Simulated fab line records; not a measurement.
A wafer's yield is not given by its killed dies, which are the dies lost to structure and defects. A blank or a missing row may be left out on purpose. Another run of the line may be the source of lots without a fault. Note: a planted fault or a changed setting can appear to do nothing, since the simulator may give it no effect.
fab line records	flow n5-finfet	part 2 of 2: steps 5 to 6 of 6
record: lots: 24	wafers: 72	last-day: 20
route steps=1938 shown BEOL_M8@1376 BEOL_M9@1434 BEOL_M10@1484
lots that met no fault: from a run of the same line without faults
start-h: hours from the record's opening day to when the first of the lot's shown wafers began	wait-h: how many hours have passed since the lot's step before this one	" unchanged from the row above	L1.1+2: a row that stands for several wafers	- no value, or no start was given	* or withheld: withheld	< > ~ a bound
route shown NAME@n: NAME is a module with steps in the file, n the number in the route of the first one	usual: mean/standard deviation taken from wafers without a fault	same: alike in all rows	chamber/n: place in a boat	sites: the reading at each site	_std_site: standard deviation across them	_edge_site: mean of outer sites minus mean of inner sites	radius-mm: how far each site lies from the wafer's centre	mask NAME#n: copy n	behind: tool/chamber where the wafer was last shaped	hold: the reason the lot was held/the length of the hold in hours/how it ended	device: whichever transistor did not switch (one of n, p or np)	end of line: the same wafers' tests at the end of the route	for a step that has no rows: nothing shown but its recipe	killed: the dies lost at the first sort to structure and to defects; this is not the yield of the wafer	map: per-die view of a wafer (x killed, . not killed, _ where there is no die)
set.NAME: the setting the step ran with; set.NAME@STEP: the setting that earlier step ran with	model.NAME: the simulator's own value behind a step, which no gauge read
route steps across a sampled set of lots; one table per step, one row per wafer
services: from which hour (start-h, from the record's first day; less than 0 if before it) a tool's chamber was out of use, for how many hours, and why
== steps ==
step: N5_BEOL_M9_CMP_52
recipe: stop-on: SiCOH_lowk	t-overpolish-s: 7	down-force-psi: 1	platen-rpm: 50	clearing-platen-down-force-psi: 1.5	clearing-platen-rpm: 50	post-cmp-clean: cu-alkaline	target-thk-nm: 140	clearing-platen-pad-velocity-m-s: 0.99484	pad-velocity-m-s: 0.99484
usual: barrier-field-endpoint-s: 29.1/0.67	clearing-platen-down-force-psi: 1.500/0.003	motor-current-A: 6.2/0.69	overpolish-run-s: 6.999/0.0085	slurry-filter-dp-kPa: 13.49/0.13	time-to-endpoint-s: 66.7/2.6
lot.wafer	tool	chamber	start-h	wait-h	barrier-field-endpoint-s	clearing-platen-down-force-psi	motor-current-A	overpolish-run-s	slurry-filter-dp-kPa	time-to-endpoint-s
L074.2	cmp-04	3	256.75	0.2	29.4	1.505	6.5	7.005	13.23	68.6
L074.6	"	2	"	"	30.7	1.495	5.8	6.991	13.55	71.5
L074.5	"	3	"	"	30.3	1.505	6.4	6.983	13.49	68.1
L075.3	cmp-04	1	272.74	0.2	28.2	1.496	6.4	6.997	13.40	64.2
L075.4	"	2	"	"	28.9	1.501	5.8	7.009	13.49	67.6
L075.2	"	0	"	"	28.9	1.500	6.0	7.008	13.62	66.2
L077.2	cmp-02	3	277.69	0.2	28.6	1.499	5.4	6.983	13.31	67.3
L077.1	"	0	"	"	28.3	1.501	6.0	6.985	13.27	65.8
L077.5	"	2	"	"	27.8	1.499	5.7	6.988	13.56	63.5
L078.1	cmp-02	0	285.05	0.5	29.3	1.505	5.6	7.015	13.54	68.0
L078.3	"	1	"	"	29.4	1.508	6.0	6.984	13.26	69.4
L078.5	"	3	"	"	29.6	1.503	5.6	6.994	13.56	70.4
L076.4	cmp-02	3	285.43	0.2	29.8	1.496	5.6	7.008	13.45	71.7
L076.2	"	1	"	"	28.9	1.500	5.8	7.004	13.50	67.5
L076.1	"	2	"	"	29.0	1.500	5.8	7.005	13.60	67.9
L079.3	cmp-02	0	288.21	0.3	30.0	1.505	6.0	6.994	13.48	69.4
L079.6	"	2	"	"	29.6	1.501	6.1	6.990	13.64	67.5
L079.5	"	3	"	"	30.3	1.502	5.7	7.000	13.73	67.2
L081.3	cmp-02	0	294.91	0.4	28.9	1.505	5.8	7.005	13.42	67.5
L081.1	"	2	"	"	29.7	1.498	5.9	6.999	13.53	67.5
L081.6	"	0	"	"	29.4	1.502	5.7	6.995	13.37	67.1
L082.4	cmp-04	0	304.82	0.2	28.7	1.500	6.2	7.018	13.54	66.7
L082.1	"	1	"	"	27.6	1.502	6.6	7.006	13.26	63.7
L082.3	"	2	"	"	28.0	1.494	5.8	7.000	13.58	65.5
L080.3	cmp-03	0	305.59	0.2	29.2	1.504	6.7	7.021	13.67	64.6
L080.6	"	0	"	"	29.1	1.496	6.7	6.996	13.56	62.4
L080.5	"	1	"	"	30.2	1.500	9.0	6.994	13.53	64.0
L083.4	cmp-02	0	310.37	0.2	29.5	1.502	6.0	7.011	13.58	69.8
L083.1	"	1	"	"	28.9	1.502	5.8	6.995	13.65	68.7
L083.6	"	0	"	"	29.3	1.500	5.9	6.993	13.37	68.0
L084.2	cmp-04	1	312.57	0.2	28.6	1.499	6.7	6.993	13.58	63.1
L084.1	"	3	"	"	28.5	1.502	6.0	7.000	13.71	63.6
L084.4	"	0	"	"	29.1	1.497	6.3	7.002	13.73	62.5
L085.3	cmp-02	2	330.16	0.2	29.5	1.499	5.9	7.005	13.59	65.8
L085.2	"	1	"	"	28.9	1.500	6.0	6.995	13.67	65.7
L085.6	"	3	"	"	30.0	1.503	5.5	7.011	13.59	66.4
L086.4	cmp-03	3	335.40	0.1	29.2	1.500	6.9	7.000	13.40	63.3
L086.1	"	2	"	"	28.6	1.502	6.1	7.006	13.65	64.2
L086.6	"	0	"	"	29.7	1.501	6.9	6.987	13.69	64.6
L088.2	cmp-02	3	340.86	0.2	28.8	1.503	5.7	6.998	13.49	68.3
L088.4	"	0	"	"	29.4	1.495	5.9	6.998	13.48	67.5
L088.5	"	2	"	"	29.6	1.499	6.1	7.002	13.53	67.3
L087.3	cmp-04	0	341.17	0.2	28.9	1.501	6.3	7.008	13.55	63.1
L087.2	"	1	"	"	29.0	1.494	6.2	7.008	13.31	64.3
L087.5	"	2	"	"	29.5	1.507	5.8	6.990	13.68	66.5
L089.4	cmp-03	2	359.13	0.1	28.8	1.496	6.3	7.001	13.46	69.6
L089.2	"	1	"	"	28.3	1.498	8.6	6.982	13.50	68.3
L089.5	"	3	"	"	28.0	1.495	6.7	7.013	13.52	66.0
L090.1	cmp-04	3	370.29	0.3	28.8	1.499	6.1	7.007	13.34	65.8
L090.4	"	0	"	"	28.5	1.508	6.0	6.992	13.63	64.4
L090.5	"	1	"	"	29.1	1.496	6.3	7.004	13.69	64.4
L092.2	cmp-02	1	373.34	0.2	27.3	1.503	5.7	6.998	13.37	63.3
L092.1	"	0	"	"	28.0	1.501	5.9	7.002	13.61	68.0
L092.5	"	1	"	"	29.2	1.502	5.8	6.992	13.64	66.2
L093.1	cmp-03	3	373.46	0.3	28.6	1.502	6.7	7.001	13.34	65.0
L093.3	"	0	"	"	28.5	1.497	6.4	7.003	13.57	63.0
L093.5	"	2	"	"	29.1	1.504	6.1	7.004	13.59	64.8
L091.4	cmp-03	1	382.58	0.2	29.9	1.500	8.7	7.007	13.48	69.6
L091.1	"	2	"	"	28.8	1.503	6.3	6.995	13.35	69.0
L091.6	"	0	"	"	29.7	1.499	6.6	6.993	13.48	72.1
L096.1	cmp-04	3	400.51	0.3	28.5	1.505	6.4	6.989	13.68	67.5
L096.3	"	0	"	"	28.4	1.499	6.2	7.013	13.51	70.4
L096.2	"	1	"	"	28.3	1.497	6.3	7.002	13.50	65.6
L095.2	cmp-02	3	408.99	0.2	28.3	1.495	5.9	7.001	13.67	68.0
L095.4	"	0	"	"	28.2	1.502	6.0	6.998	13.29	64.3
L095.1	"	2	"	"	28.6	1.500	6.1	6.995	13.47	64.4
L097.4	cmp-02	0	415.99	0.1	29.9	1.500	6.0	7.012	13.33	66.7
L097.6	"	0	"	"	29.0	1.497	6.0	6.985	13.38	66.3
L097.5	"	1	"	"	29.8	1.502	6.3	7.006	13.53	66.5
L094.4	cmp-02	3	420.86	0.1	29.0	1.497	5.4	6.986	13.41	68.3
L094.1	"	1	"	"	27.8	1.504	6.2	7.015	13.26	65.0
L094.5	"	3	"	"	29.6	1.499	5.6	7.006	13.72	66.4
step: N5_BEOL_M10_OVL_MEAS_12
recipe: points-per-wafer: 44
usual: M10_OVL: 0.1/0.89
lot.wafer	tool	chamber	start-h	wait-h	M10_OVL[nm]
L074.2	overlay-02	0	261.17	0.0	-0.1
L074.5	"	0	"	"	0.4
L074.6	"	0	"	"	-1.1
L075.2	overlay-02	0	275.07	0.0	-0.1
L075.3	"	0	"	"	0.0
L075.4	"	0	"	"	-0.9
L077.1	overlay-02	0	280.17	0.0	1.2
L077.2	"	0	"	"	-0.3
L077.5	"	0	"	"	0.7
L078.1	overlay-02	0	287.11	0.0	-0.5
L078.3	"	0	"	"	0.2
L078.5	"	0	"	"	-1.2
L076.1	overlay-01	0	288.19	0.0	0.4
L076.2	"	0	"	"	1.4
L076.4	"	0	"	"	0.4
L079.3	overlay-02	0	290.75	0.0	0.9
L079.5	"	0	"	"	0.7
L079.6	"	0	"	"	-0.4
L081.1	overlay-01	0	297.64	0.0	0.7
L081.3	"	0	"	"	-1.0
L081.6	"	0	"	"	0.0
L082.1	overlay-01	0	308.40	0.0	-1.5
L082.3	"	0	"	"	-0.2
L082.4	"	0	"	"	0.1
L080.3	overlay-01	0	308.84	0.1	0.4
L080.5	"	0	"	"	1.0
L080.6	"	0	"	"	0.1
L083.1	overlay-01	0	312.59	0.0	0.5
L083.4	"	0	"	"	1.1
L083.6	"	0	"	"	1.9
L084.1	overlay-02	0	315.01	0.0	1.3
L084.2	"	0	"	"	0.7
L084.4	"	0	"	"	1.8
L085.2	overlay-02	0	332.38	0.0	-0.7
L085.3	"	0	"	"	-0.2
L085.6	"	0	"	"	-0.9
L086.1	overlay-02	0	339.89	0.0	-0.3
L086.4	"	0	"	"	-0.1
L086.6	"	0	"	"	1.4
L087.2	overlay-01	0	343.23	0.0	-0.8
L087.3	"	0	"	"	-0.8
L087.5	"	0	"	"	-1.5
L088.2	overlay-02	0	343.49	0.0	0.3
L088.4	"	0	"	"	1.2
L088.5	"	0	"	"	-0.6
L089.2	overlay-02	0	361.48	0.0	-0.5
L089.4	"	0	"	"	-0.4
L089.5	"	0	"	"	0.4
L090.1	overlay-02	0	373.00	0.0	1.1
L090.4	"	0	"	"	1.1
L090.5	"	0	"	"	-0.4
L092.1	overlay-01	0	375.24	0.0	0.7
L092.2	"	0	"	"	-0.2
L092.5	"	0	"	"	0.5
L093.1	overlay-01	0	375.42	0.0	0.6
L093.3	"	0	"	"	-0.1
L093.5	"	0	"	"	0.7
L091.1	overlay-01	0	386.27	0.0	1.0
L091.4	"	0	"	"	1.5
L091.6	"	0	"	"	-1.1
L096.1	overlay-02	0	402.86	0.0	-0.9
L096.2	"	0	"	"	1.4
L096.3	"	0	"	"	-0.4
L095.1	overlay-01	0	411.35	0.0	-0.6
L095.2	"	0	"	"	-2.0
L095.4	"	0	"	"	-1.5
L097.4	overlay-02	0	419.91	0.0	-1.4
L097.5	"	0	"	"	0.4
L097.6	"	0	"	"	-0.1
L094.1	overlay-01	0	423.21	0.0	1.9
L094.4	"	0	"	"	1.7
L094.5	"	0	"	"	0.1
== services ==
tool	chamber	start-h	hours	kind
rie-diel-05	-	217.62	0.7	repair
rie-diel-05	3	227.96	6.0	repair
rie-diel-01	-	234.77	2.8	pm
rie-diel-03	3	251.86	6.5	repair
rie-diel-06	3	258.10	3.1	repair
rie-diel-04	3	260.32	20.8	repair
rie-diel-06	1	301.28	8.3	repair
rie-diel-06	-	310.71	2.8	pm
rie-diel-01	0	311.39	14.6	repair
cmp-02	-	312.09	4.0	pm
rie-diel-03	1	312.30	15.5	repair
rie-diel-01	1	323.83	2.3	repair
rie-diel-03	-	327.21	28.1	pm
rie-diel-04	0	328.48	9.2	repair
rie-diel-01	1	337.50	9.0	repair
cmp-02	-	358.42	7.3	pm
rie-diel-03	-	374.24	1.1	repair
rie-diel-01	3	376.33	6.9	repair
rie-diel-06	0	377.94	8.3	repair
cmp-02	-	385.38	0.5	repair
rie-diel-01	2	397.61	35.8	repair
rie-diel-06	2	401.88	2.7	repair
rie-diel-03	-	408.89	2.8	pm
rie-diel-06	1	416.73	1.6	repair
